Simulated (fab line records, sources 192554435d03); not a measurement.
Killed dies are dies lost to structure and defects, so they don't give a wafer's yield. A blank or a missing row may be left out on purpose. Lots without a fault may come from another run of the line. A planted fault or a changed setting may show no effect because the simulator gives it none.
fab line records | flow n5_finfet | part 1 of 2: steps 1 to 3 of 6
record lots=21 wafers=63 last_day=18
route steps=1938 shown BEOL_M7@1284 BEOL_M8@1333
lots that met no fault: from a run of the same line without faults
start_h: hours from the record's first day to the start of the lot's first wafer shown | wait_h: hours since the lot's step before | " the same as in the row above | L1.1+2: a row that stands for several wafers | - no value, or no start given | * or withheld: withheld | < > ~ a bound
route shown NAME@n: a module of which the file shows steps, and the number in the route of the first | usual: mean/standard deviation of fault-free wafers | same: alike in all rows | chamber/n: place in a boat | sites: the reading at each site | _std_site: their standard deviation | _edge_site: outer sites' mean less inner sites' | radius_mm: how far each site lies from the wafer's centre | mask NAME#n: copy n | behind: the tool/chamber that last shaped the wafer | hold: why the lot was held/for how many hours/how that ended | device: the transistor (n, p or np) that didn't switch | end of line: the same wafers' tests at the end of the route | a step without rows: its recipe alone | killed: dies lost to structure and defects at the first sort, not the wafer's yield | map: a wafer's dies, x killed, . not, _ none there
set.NAME: the setting as run; set.NAME@STEP: as run at that earlier step | model.NAME: the simulator's own value behind a step, which no gauge read
steps of the route over a sample of lots; a table a step, a row a wafer
services: from which hour (start_h, from the record's first day; less than 0 if before it) a tool's chamber was out of use, for how many hours, and why
## steps
# step N5_BEOL_M7_HM_OPEN_17
# recipe chemistry=Cl2/BCl3 target_depth_a=200 overetch_a=60 target=TiN mask_material=SOC ion_energy_ev=150 pressure_mtorr=10 icp_w=1000 bias_w=126 Cl2_flow_sccm=53.25 bcl3_flow_sccm=21.75 Ar_flow_sccm=25
# usual drypump_motor_current_A=5.8/0.31 mfc_ar_sccm=25.01/0.074 oes_product_au=0.73/0.09 throttle_valve_pct=22.01/0.19
# columns lot.wafer tool chamber start_h wait_h drypump_motor_current_A mfc_ar_sccm oes_product_au rf_hours_counter_h throttle_valve_pct
L074.1 rie_metal-02 1 193.18 0.0 6.3 25.11 0.78 6 21.99
L074.2 " 0 " " 5.2 24.96 0.78 4 21.90
L074.3 " 0 " " 5.2 24.92 0.79 - 21.90
L076.1 rie_metal-02 1 196.28 0.0 6.3 24.95 0.78 7 22.00
L076.4 " 1 " " 6.3 25.05 0.79 - 21.99
L076.6 " 1 " " 6.3 24.94 0.78 - 22.00
L075.1 rie_metal-03 1 204.97 0.0 5.7 25.02 0.85 0 22.06
L075.3 " 1 " " 5.7 24.95 0.84 - 22.05
L075.4 " 1 " " 5.7 25.01 0.84 - 22.09
L077.2 rie_metal-01 1 207.72 0.0 5.8 25.01 0.72 17 22.10
L077.4 " 1 " " 5.7 25.10 0.74 - 22.08
L077.6 " 1 " " 5.8 25.04 0.73 - 22.08
L078.1 rie_metal-01 1 211.37 0.0 5.7 24.94 0.73 17 22.09
L078.3 " 1 " " 5.7 24.91 0.73 - 22.07
L078.4 " 1 " " 5.7 24.95 0.73 - 22.06
L079.2 rie_metal-01 1 224.43 0.1 5.7 24.98 0.73 - 22.07
L079.3 " 1 " " 5.7 24.94 0.74 - 22.07
L079.6 " 1 " " 5.7 24.98 0.73 - 22.07
L081.4 rie_metal-01 0 232.34 0.1 6.0 25.05 0.88 - 21.63
L081.5 " 1 " " 5.8 25.09 0.73 - 22.08
L081.6 " 0 " " 6.1 25.09 0.87 - 21.63
L080.1 rie_metal-03 0 232.47 0.0 5.6 25.04 0.55 89 22.31
L080.3 " 0 " " 5.6 25.07 0.56 - 22.34
L080.6 " 1 " " 5.7 25.07 0.82 - 22.04
L082.1 rie_metal-01 1 240.76 0.0 5.7 24.86 0.72 21 22.10
L082.5 " 0 " " 6.1 25.03 0.86 - 21.63
L082.6 " 1 " " 5.7 25.04 0.73 - 22.08
L083.2 rie_metal-03 1 246.52 0.0 5.7 24.91 0.81 4 22.07
L083.4 " 0 " " 5.6 25.03 0.56 - 22.31
L083.6 " 1 " " 5.7 24.97 0.81 - 22.07
L084.1 rie_metal-03 1 252.13 0.0 5.7 25.01 0.80 4 22.06
L084.3 " 0 " " 5.6 25.03 0.56 - 22.31
L084.4 " 1 " " 5.7 24.93 0.81 - 22.04
L085.1 rie_metal-02 0 252.83 0.0 5.2 24.91 0.75 9 21.89
L085.3 " 0 " " 5.2 24.99 0.77 - 21.87
L085.5 " 1 " " 6.3 25.10 0.75 - 22.01
L087.2 rie_metal-01 1 266.73 0.0 5.7 25.04 0.72 23 22.11
L087.5 " 1 " " 5.7 25.05 0.70 - 22.13
L087.6 " 0 " " 6.0 24.95 0.80 - 21.67
L088.1 rie_metal-03 1 270.77 0.0 5.8 24.96 0.78 6 22.08
L088.3 " 1 " " 5.7 24.88 0.80 - 22.06
L088.5 " 0 " " 5.6 25.04 0.56 - 22.31
L090.1 rie_metal-03 1 282.39 0.0 5.8 25.03 0.78 7 22.08
L090.5 " 1 " " 5.8 25.01 0.81 - 22.06
L090.6 " 0 " " 5.6 24.99 0.56 - 22.31
L089.1 rie_metal-01 0 292.21 0.0 6.0 25.06 0.78 6 21.68
L089.2 " 1 " " 5.7 25.09 0.71 26 22.12
L089.6 " 0 " " 6.0 25.10 0.80 - 21.66
L092.1 rie_metal-02 1 303.05 0.0 6.3 24.93 0.73 19 22.03
L092.3 " 0 " " 5.2 24.99 0.76 - 21.90
L092.4 " 1 " " 6.3 25.00 0.73 - 22.01
L095.3 rie_metal-03 1 317.60 0.1 5.7 25.09 0.79 - 22.08
L095.4 " 0 " " 5.6 24.92 0.55 - 22.32
L095.6 " 1 " " 5.8 25.19 0.78 - 22.08
L091.1 rie_metal-01 1 321.23 0.0 5.7 24.97 0.70 28 22.10
L091.5 " 1 " " 5.7 24.86 0.70 - 22.12
L091.6 " 0 " " 6.0 24.99 0.78 - 21.69
L094.2 rie_metal-02 1 326.84 0.0 6.3 25.05 0.70 22 22.03
L094.4 " 1 " " 6.3 24.95 0.72 - 22.04
L094.6 " 1 " " 6.3 24.94 0.70 - 22.05
L096.1 rie_metal-01 0 333.41 0.0 6.0 25.14 0.79 10 21.64
L096.5 " 1 " " 5.7 25.01 0.69 - 22.12
L096.6 " 0 " " 6.0 25.06 0.79 - 21.64
# step N5_BEOL_M7_ETCH_65
# recipe chemistry=CF4 target=SiARC target_depth_a=156 mask_material=CAR-EUV time_s=26 ion_energy_ev=80 pressure_mtorr=40 source_w=545 bias_w=36 Ar_flow_sccm=100 cf4_flow_sccm=100 ends=cleared
# usual drypump_motor_current_A=5.5/0.46 etch_rf_on_time_s=26.5/0.73 mfc_ar_sccm=100.0/0.31 oes_product_au=0.68/0.068 rf_vpp_V=184.0/1.3 showerhead_plenum_p_Torr=2.13/0.064 throttle_valve_pct=15.63/0.25
# columns lot.wafer tool chamber start_h wait_h drypump_motor_current_A etch_rf_on_time_s mfc_ar_sccm oes_product_au rf_hours_counter_h rf_vpp_V showerhead_plenum_p_Torr throttle_valve_pct
L074.1 rie_diel-04 1 194.02 0.0 5.4 26.2 99.3 0.61 191 184.1 2.12 15.93
L074.2 " 0 " " 5.6 26.1 100.0 0.77 21 183.9 2.09 15.66
L074.3 " 2 " " 5.2 27.7 100.3 0.73 38 184.8 2.16 15.46
L076.1 rie_diel-05 1 198.89 0.0 5.8 25.0 99.9 0.71 100 185.6 2.14 15.55
L076.4 " 0 " " 5.2 26.3 100.4 0.65 129 183.2 2.06 15.77
L076.6 " 3 " " 5.7 26.8 100.4 0.58 - 185.2 2.21 15.78
L075.1 rie_diel-06 2 206.31 0.0 5.6 26.9 99.9 0.64 132 182.0 2.08 15.95
L075.3 " 1 " " 6.3 26.9 99.9 0.74 33 184.3 2.26 15.45
L075.4 " 3 " " 4.8 27.0 99.9 0.73 42 182.5 2.08 15.20
L077.2 rie_diel-05 2 209.68 0.0 5.8 25.2 99.9 0.72 70 184.7 2.15 15.42
L077.4 " 1 " " 5.8 25.1 99.9 0.70 102 183.8 2.14 15.56
L077.6 " 1 " " 5.8 25.0 100.2 0.70 - 184.1 2.14 15.56
L078.1 rie_diel-06 3 216.36 0.0 4.8 26.9 99.9 0.72 46 183.2 2.08 15.19
L078.3 " 1 " " 6.3 27.2 100.1 0.72 37 185.6 2.26 15.47
L078.4 " 0 " " 5.0 26.9 100.3 0.58 235 183.3 2.10 15.99
L079.2 rie_diel-05 2 225.22 0.0 5.8 25.4 100.1 0.71 73 185.5 2.15 15.43
L079.3 " 3 " " 5.7 26.6 100.4 0.57 229 183.5 2.21 15.80
L079.6 " 1 " " 5.8 25.6 100.8 0.69 - 184.4 2.14 15.56
L081.4 rie_diel-05 3 233.77 0.0 5.7 26.5 100.3 0.57 232 185.8 2.21 15.80
L081.5 " 1 " " 5.8 25.6 100.3 0.69 - 184.5 2.14 15.59
L081.6 " 0 " " 5.1 27.1 100.8 0.64 - 184.8 2.06 15.79
L080.1 rie_diel-06 3 233.82 0.0 4.8 27.0 100.3 0.72 51 183.4 2.08 15.21
L080.3 " 0 " " 5.0 27.2 99.7 0.57 240 184.5 2.10 15.98
L080.6 " 2 " " 5.6 27.0 100.2 0.64 - 183.0 2.08 15.98
L082.1 rie_diel-06 0 241.48 0.0 5.0 26.8 100.3 0.57 243 181.9 2.10 15.98
L082.5 " 3 " " 4.8 26.8 100.3 0.73 - 184.0 2.08 15.22
L082.6 " 2 " " 5.6 26.8 100.0 0.64 - 182.8 2.08 15.98
L083.2 rie_diel-05 3 247.58 0.0 5.7 27.1 100.3 0.56 236 186.1 2.21 15.83
L083.4 " 1 " " 5.8 25.4 100.3 0.69 112 184.1 2.14 15.59
L083.6 " 3 " " 5.7 26.9 99.9 0.56 - 185.1 2.21 15.83
L084.1 rie_diel-05 2 255.67 0.0 5.8 25.8 99.3 0.70 83 184.8 2.14 15.45
L084.3 " 0 " " 5.2 26.5 100.0 0.64 144 183.3 2.06 15.79
L084.4 " 3 " " 5.7 26.3 100.2 0.57 239 185.1 2.21 15.82
L085.1 rie_diel-06 2 255.71 0.0 5.7 26.9 100.1 0.63 148 183.7 2.08 15.97
L085.3 " 3 " " 4.8 26.8 99.6 0.70 58 183.2 2.08 15.23
L085.5 " 1 " " 6.2 26.9 99.7 0.72 - 185.6 2.26 15.50
L087.2 rie_diel-05 0 268.01 0.0 5.1 26.6 99.4 0.63 148 183.0 2.05 15.80
L087.5 " 2 " " 5.8 25.5 100.3 0.70 - 183.7 2.14 15.46
L087.6 " 1 " " 5.8 24.9 100.0 0.69 - 182.6 2.14 15.60
L088.1 rie_diel-04 2 272.77 0.0 5.2 27.6 100.1 0.70 61 185.1 2.16 15.50
L088.3 " 1 " " 5.4 26.2 99.7 0.60 214 184.4 2.11 15.98
L088.5 " 0 " " 5.6 26.5 100.0 0.73 - 183.5 2.08 15.70
L090.1 rie_diel-06 1 286.45 0.0 6.3 27.0 99.5 0.69 62 186.3 2.25 15.50
L090.5 " 2 " " 5.7 27.2 100.7 0.61 - 183.9 2.08 16.01
L090.6 " 3 " " 4.8 26.9 100.2 0.71 - 183.5 2.07 15.25
L089.1 rie_diel-05 1 293.59 0.0 5.8 25.3 99.7 0.68 125 182.9 2.13 15.60
L089.2 " 2 " " 5.8 25.7 99.7 0.69 91 184.3 2.14 15.47
L089.6 " 0 " " 5.2 27.0 100.3 0.63 - 182.5 2.05 15.81
L092.1 rie_diel-06 2 304.07 0.0 5.6 27.3 100.0 0.62 164 183.3 2.07 16.02
L092.3 " 1 " " 6.3 27.4 99.8 0.68 67 184.6 2.25 15.53
L092.4 " 0 " " 5.0 27.4 99.7 0.81 3 185.4 2.10 15.55
L095.3 rie_diel-06 1 320.28 0.0 6.3 27.2 99.6 0.68 71 186.9 2.25 15.56
L095.4 " 2 " " 5.6 27.5 99.8 0.60 169 180.6 2.07 16.03
L095.6 " 2 " " 5.7 27.4 100.3 0.61 - 180.8 2.07 16.04
L091.1 rie_diel-06 1 322.09 0.0 6.3 26.9 99.8 0.68 72 186.0 2.25 15.52
L091.5 " 2 " " 5.6 27.5 100.3 0.61 - 184.5 2.07 16.03
L091.6 " 1 " " 6.3 27.0 100.0 0.69 - 187.0 2.25 15.53
L094.2 rie_diel-06 2 328.57 0.0 5.6 26.8 99.9 0.62 172 183.7 2.07 16.02
L094.4 " 3 " " 4.8 26.0 99.7 0.70 82 183.6 2.07 15.27
L094.6 " 1 " " 6.3 26.4 99.9 0.69 - 185.6 2.25 15.54
L096.1 rie_diel-05 2 337.02 0.0 5.8 25.3 100.0 0.69 107 184.5 2.13 15.49
L096.5 " 2 " " 5.8 25.5 100.0 0.68 - 183.5 2.13 15.49
L096.6 " 3 " " 5.7 25.8 99.8 0.82 - 185.8 2.20 15.33
# step N5_BEOL_M7_ETCH_66
# recipe chemistry=N2/H2 target=SOC target_depth_a=800 overetch_a=160 mask_material=SiARC temp_c=40 time_s=120 ion_energy_ev=200 pressure_mtorr=30 source_w=840 bias_w=150 n2_flow_sccm=200 h2_flow_sccm=200
# usual drypump_motor_current_A=5.5/0.46 oes_product_au=0.61/0.058 rf_vpp_V=523.7/2.4 showerhead_plenum_p_Torr=2.54/0.076 throttle_valve_pct=17.87/0.28
# columns lot.wafer tool chamber start_h wait_h drypump_motor_current_A oes_product_au rf_hours_counter_h rf_vpp_V showerhead_plenum_p_Torr throttle_valve_pct
L074.1 rie_diel-04 1 194.05 0.0 5.4 0.55 191 522.7 2.51 18.06
L074.2 " 0 " " 5.6 0.70 21 522.4 2.50 17.92
L074.3 " 2 " " 5.2 0.67 38 526.7 2.59 17.86
L076.1 rie_diel-05 1 198.91 0.0 5.8 0.62 100 523.7 2.56 17.68
L076.4 " 0 " " 5.1 0.59 129 521.3 2.46 18.10
L076.6 " 3 " " 5.7 0.53 - 526.4 2.62 17.89
L075.1 rie_diel-06 2 206.34 0.0 5.6 0.59 132 523.1 2.45 18.11
L075.3 " 1 " " 6.2 0.67 33 528.8 2.69 17.54
L075.4 " 3 " " 4.8 0.66 42 523.8 2.50 17.62
L077.2 rie_diel-05 2 209.71 0.0 5.8 0.63 70 525.3 2.57 17.66
L077.4 " 1 " " 5.8 0.62 102 525.6 2.56 17.69
L077.6 " 1 " " 5.8 0.61 - 524.4 2.55 17.68
L078.1 rie_diel-06 3 216.38 0.0 4.8 0.66 46 523.0 2.50 17.61
L078.3 " 1 " " 6.3 0.66 37 526.6 2.69 17.55
L078.4 " 0 " " 5.0 0.53 235 522.9 2.53 18.45
L079.2 rie_diel-05 2 225.25 0.0 5.8 0.64 73 525.1 2.57 17.66
L079.3 " 3 " " 5.7 0.52 229 526.9 2.62 17.89
L079.6 " 1 " " 5.8 0.61 - 524.2 2.55 17.70
L081.4 rie_diel-05 3 233.80 0.0 5.7 0.52 232 525.7 2.62 17.90
L081.5 " 1 " " 5.8 0.61 - 524.2 2.55 17.71
L081.6 " 0 " " 5.1 0.59 - 521.5 2.45 18.13
L080.1 rie_diel-06 3 233.84 0.0 4.8 0.65 51 522.9 2.49 17.61
L080.3 " 0 " " 5.0 0.53 240 522.3 2.53 18.47
L080.6 " 2 " " 5.6 0.58 - 521.5 2.45 18.14
L082.1 rie_diel-06 0 241.51 0.0 5.0 0.53 243 521.8 2.53 18.45
L082.5 " 3 " " 4.8 0.65 - 521.5 2.49 17.63
L082.6 " 2 " " 5.6 0.58 - 520.7 2.45 18.12
L083.2 rie_diel-05 3 247.60 0.0 5.6 0.52 236 526.5 2.61 17.90
L083.4 " 1 " " 5.8 0.61 112 525.8 2.55 17.71
L083.6 " 3 " " 5.6 0.52 - 526.2 2.62 17.92
L084.1 rie_diel-05 2 255.70 0.0 5.8 0.62 83 524.3 2.56 17.69
L084.3 " 0 " " 5.1 0.58 144 521.4 2.45 18.14
L084.4 " 3 " " 5.7 0.51 239 524.8 2.61 17.93
L085.1 rie_diel-06 2 255.74 0.0 5.6 0.58 148 520.3 2.44 18.15
L085.3 " 3 " " 4.8 0.64 58 521.7 2.49 17.66
L085.5 " 1 " " 6.3 0.64 - 527.8 2.68 17.59
L087.2 rie_diel-05 0 268.04 0.0 5.2 0.58 148 521.8 2.45 18.15
L087.5 " 2 " " 5.8 0.62 - 523.0 2.56 17.69
L087.6 " 1 " " 5.8 0.60 - 523.7 2.55 17.72
L088.1 rie_diel-04 2 272.80 0.0 5.2 0.65 61 524.1 2.58 17.90
L088.3 " 1 " " 5.4 0.53 214 524.0 2.50 18.10
L088.5 " 0 " " 5.6 0.65 - 521.5 2.49 17.97
L090.1 rie_diel-06 1 286.48 0.0 6.3 0.63 62 528.8 2.68 17.60
L090.5 " 2 " " 5.7 0.57 - 521.7 2.44 18.17
L090.6 " 3 " " 4.8 0.64 - 520.2 2.49 17.66
L089.1 rie_diel-05 1 293.61 0.0 5.8 0.60 125 525.1 2.55 17.71
L089.2 " 2 " " 5.8 0.62 91 526.0 2.56 17.71
L089.6 " 0 " " 5.1 0.57 - 520.8 2.45 18.15
L092.1 rie_diel-06 2 304.10 0.0 5.6 0.56 164 520.6 2.44 18.18
L092.3 " 1 " " 6.3 0.63 67 529.1 2.67 17.60
L092.4 " 0 " " 5.1 0.74 3 522.4 2.52 18.10
L095.3 rie_diel-06 1 320.31 0.0 6.3 0.63 71 526.3 2.67 17.62
L095.4 " 2 " " 5.6 0.56 169 520.5 2.43 18.18
L095.6 " 2 " " 5.6 0.57 - 522.6 2.44 18.17
L091.1 rie_diel-06 1 322.12 0.0 6.3 0.63 72 527.7 2.67 17.61
L091.5 " 2 " " 5.6 0.57 - 520.4 2.44 18.18
L091.6 " 1 " " 6.3 0.62 - 527.3 2.67 17.61
L094.2 rie_diel-06 2 328.60 0.0 5.7 0.56 172 520.9 2.43 18.19
L094.4 " 3 " " 4.8 0.63 82 520.8 2.48 17.67
L094.6 " 1 " " 6.3 0.63 - 527.5 2.67 17.62
L096.1 rie_diel-05 2 337.05 0.0 5.8 0.60 107 524.0 2.55 17.74
L096.5 " 2 " " 5.8 0.60 - 523.6 2.55 17.74
L096.6 " 3 " " 5.6 0.74 - 525.4 2.60 17.42
